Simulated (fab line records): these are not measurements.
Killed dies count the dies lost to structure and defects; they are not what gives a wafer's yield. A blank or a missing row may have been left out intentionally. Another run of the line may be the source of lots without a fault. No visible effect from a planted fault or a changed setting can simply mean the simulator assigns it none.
Matching of chambers    flow nand_harc    4 sister chambers for NHARC_A_CHANNEL_FILL_D1_ALD_02 on ald_hk-01
The step deposits SiO2, target thk 6 nm, pulse time 10 s, ald cycles 60. 14 wafers are shown with their chamber, then 7 later ones without.

== EACH WAFER AND ITS CHAMBER ==
wafer   chamber  heater_power_w (W)  susceptor_temp_C (C)  precursor_pulse_height_rel
L075.4  2        445                 299.94                0.986
L075.5  1        494                 300.11                0.991
L075.6  0        450                 300.00                1.015
L078.1  2        437                 299.92                0.964
L078.2  0        455                 300.04                1.000
L078.5  0        457                 299.98                1.012
L084.1  3        583                 300.12                1.024
L084.2  0        457                 299.88                1.007
L084.3  1        436                 300.21                0.994
L085.1  1        447                 299.77                1.009
L085.3  3        556                 300.14                0.999
L085.6  1        448                 299.66                1.000
L091.3  1        455                 300.28                0.990
L091.4  2        443                 300.08                1.030

SIGNATURES (means of the wafers above)
reading                     chamber 0  chamber 1  chamber 2  chamber 3  scatter within a chamber
heater_power_w              454.75     456.00     441.67     569.50     15.6
susceptor_temp_C            299.9750   300.0060   299.9800   300.1300   0.182
precursor_pulse_height_rel  1.00850    0.99680    0.99333    1.01150    0.0172
Rule: for a wafer and a chamber, the distance is found by dividing, reading by reading, the gap between the wafer's reading and the chamber's mean by the reading's scatter, squaring, summing and taking the root. The wafer belongs to the nearest chamber; if the next one is less than 2 further off, it can't be placed. How the scatter is found: for the shown wafers, subtract from each reading the mean of its chamber, square and add these, divide the total by (wafers less chambers), then take the root.

== WAFERS MISSING THEIR CHAMBER ==
wafer   heater_power_w (W)  susceptor_temp_C (C)  precursor_pulse_height_rel
L091.6  452                 300.21                0.987
L092.2  580                 300.00                1.005
L092.3  466                 300.18                0.987
L092.4  444                 300.17                1.013
L095.1  445                 299.45                1.000
L095.3  447                 299.99                0.990
L095.4  569                 300.07                0.964

== WHICH CHAMBER EACH ONE RAN IN ==
wafer   from the rows above           in truth
L091.6  can't be placed: 1 or 2 or 0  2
L092.2  3                             3
L092.3  can't be placed: 1 or 0 or 2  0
L092.4  can't be placed: 0 or 1 or 2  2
L095.1  can't be placed: 2 or 0 or 1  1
L095.3  can't be placed: 2 or 1 or 0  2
L095.4  3                             3
Correct placement for 2 of the 7. Cannot be placed on the basis of these rows: 5; the candidates contain the true chamber in 5. Wrongly placed: 0.
